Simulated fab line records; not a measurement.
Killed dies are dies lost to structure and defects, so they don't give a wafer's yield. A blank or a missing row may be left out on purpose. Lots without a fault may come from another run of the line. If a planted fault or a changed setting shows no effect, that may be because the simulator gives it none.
Comparing a struck lot with a sound one | flow nand-harc | 14 steps out of a route of 1302
Sound: wafers L715.2, L715.3, L715.4. Struck: wafer L731.2 (L731.3, L731.6, from the same lot, were not struck and are left out); the cause is given at the end.
Order at every step that has rows: each side's tool, ch and its chambers, its first start. Under that, the readings that differ: sound wafers | struck wafers | difference of the means | sigmas: that difference in standard deviations of wafers without a fault.
alike: words and numbers the same on both sides, and readings whose means are apart by under 2 such deviations; not compared: readings that were withheld, readings missing a value for some wafer, numbers with overlapping values and no deviation given by the record, and bounds like >300 which may hide the same value.
A row with sigmas, a row that says differs or no value, or rows on one side alone: a step with any of these is where the two part. Non-overlapping numbers with no deviation appear without sigmas and do not part them. Lack of a reading on every wafer of one side parts them only where that side has two or more wafers.

NHARC_A_DECK1_JOINT_CMP_02: polishes SiOx.
  sound on cmp-02 ch 0,2,3, day 12 22:12; struck on cmp-02 ch 3, day 19 12:54
  alike: motor-current-A, slurry-filter-dp-kPa
next, for these wafers, 1 step has no rows: NHARC_A_DECK1_JOINT_SRD_15.
NHARC_A_DECK1_JOINT_DEP_16: deposits SiO2, target thk 45 nm.
  sound on pecvd-01 ch 0,1,2, day 12 22:38; struck on pecvd-01 ch 0, day 19 13:19
  reading            | sound       | struck | difference | sigmas
  heater-power-w (W) | 507 494 605 | 700    | +165       | +2
  alike: rf-fwd-power-W, throttle-valve-pct
  not compared: since-wet-clean-h
NHARC_A_DECK1_JOINT_THK_MEAS_17: measures by ellipsometry.
  sound on film-metro-02, day 12 22:53; struck on film-metro-01, day 19 13:34
  alike: thk-nm
NHARC_A_DECK1_JOINT_INSPECT_05:
  sound on defect-inspect-01, day 12 22:56; struck on defect-inspect-02, day 19 13:37
  alike: raw-defect-count
following that, 1 step holds no rows for these wafers, namely NHARC_A_ONON_D2_DEP_00 (target thickness 1000 nm).
NHARC_A_ONON_D2_THK_MEAS_02: measures by ellipsometry.
  sound on film-metro-02, day 12 23:31; struck on film-metro-01, day 19 14:11
  alike: thk-nm
following that, 1 step holds no rows for these wafers, namely NHARC_A_ONON_D2_DEP_03 (target thickness 1000 nm).
NHARC_A_ONON_D2_THK_MEAS_05: measures by ellipsometry.
  sound on film-metro-02, day 13 00:04; struck on film-metro-02, day 19 14:45
  alike: thk-nm
following that, 1 step holds no rows for these wafers, namely NHARC_A_ONON_D2_DEP_06 (target thickness 1000 nm).
NHARC_A_ONON_D2_THK_MEAS_08: measures by ellipsometry.
  sound on film-metro-01, day 13 00:38; struck on film-metro-02, day 19 15:19
  alike: thk-nm
NHARC_A_ONON_D2_DEP_09: target thk 1000 nm.
  sound on pecvd-onon-02 ch 0, day 13 00:44; struck on pecvd-onon-04 ch 0, day 19 15:26
NHARC_A_ONON_D2_THK_MEAS_11: measures by ellipsometry.
  sound on film-metro-01, day 13 01:11; struck on film-metro-01, day 19 15:53
  reading     | sound        | struck | difference | sigmas
  thk-nm (nm) | 996 997 1000 | 1496   | +498       | +56
following that, 1 step holds no rows for these wafers, namely NHARC_A_ONON_D2_DEP_12 (target thickness 1000 nm).

== WHERE THEY PART ==
Earliest at NHARC_A_DECK1_JOINT_DEP_16; latest, in this record, at NHARC_A_ONON_D2_THK_MEAS_11.

WHY: what had been put in by the simulator
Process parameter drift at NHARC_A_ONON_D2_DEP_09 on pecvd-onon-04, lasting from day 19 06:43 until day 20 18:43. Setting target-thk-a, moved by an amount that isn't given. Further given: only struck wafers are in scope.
